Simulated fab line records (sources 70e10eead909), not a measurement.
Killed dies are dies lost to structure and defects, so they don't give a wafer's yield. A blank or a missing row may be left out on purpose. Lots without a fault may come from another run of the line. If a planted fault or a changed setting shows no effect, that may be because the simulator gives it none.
Chamber matching | flow nand harc | 4 sister chambers for NHARC_A_WL_FILL_ALD_02 on ald metal-02
The step deposits TiN, target thk 2 nm, pulse time 3 s, ald cycles 100. 8 wafers are shown with their chamber, then 11 later ones without.

## WAFERS WITH THEIR CHAMBER
wafer  | chamber | heater power w (W) | precursor pulse height rel
L080.3 | 3       | 924                | 0.991
L087.1 | 3       | 901                | 0.984
L087.4 | 1       | 1148               | 0.988
L089.5 | 2       | 1033               | 1.015
L088.2 | 0       | 1124               | 1.015
L088.4 | 2       | 1035               | 1.022
L088.5 | 1       | 1129               | 0.995
L092.3 | 0       | 1115               | 0.986

## WAFERS WHOSE CHAMBER IS MISSING
wafer  | heater power w (W) | precursor pulse height rel
L092.4 | 1052               | 0.985
L092.6 | 916                | 1.001
L092.1 | 896                | 0.977
L092.2 | 1173               | 1.005
L092.5 | 1068               | 1.017
L095.3 | 1075               | 1.016
L095.4 | 1161               | 1.009
L095.6 | 1131               | 1.004
L096.3 | 1081               | 1.033
L096.4 | 1147               | 0.988
L096.5 | 915                | 0.971

## THE CHAMBER EACH PASSED THROUGH
wafer  | from the rows above          | in truth
L092.4 | 2                            | 2
L092.6 | 3                            | 3
L092.1 | 3                            | 3
L092.2 | can't be placed: 1 or 0      | 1
L092.5 | can't be placed: 2 or 0      | 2
L095.3 | can't be placed: 2 or 0      | 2
L095.4 | can't be placed: 1 or 0      | 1
L095.6 | can't be placed: 0 or 1      | 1
L096.3 | can't be placed: 2 or 0 or 1 | 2
L096.4 | can't be placed: 1 or 0      | 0
L096.5 | 3                            | 3
Placed correctly: 4 of 11. Can't be placed from these rows: 7 (the true chamber is among the candidates in 7). Wrongly placed: 0.
How it was worked out, from the rows above alone: a wafer's distance from a chamber is the root of the sum, over the readings, of the square of ((its reading less the chamber's mean) divided by the reading's scatter). If the next closest chamber is less than 2 further off than the closest, the wafer can't be placed; otherwise it belongs to the closest. The mean given for a chamber averages the wafers shown for that chamber. The scatter: the root of (the sum of the squares of (reading less its chamber's mean) over the shown wafers, divided by (wafers less chambers)).
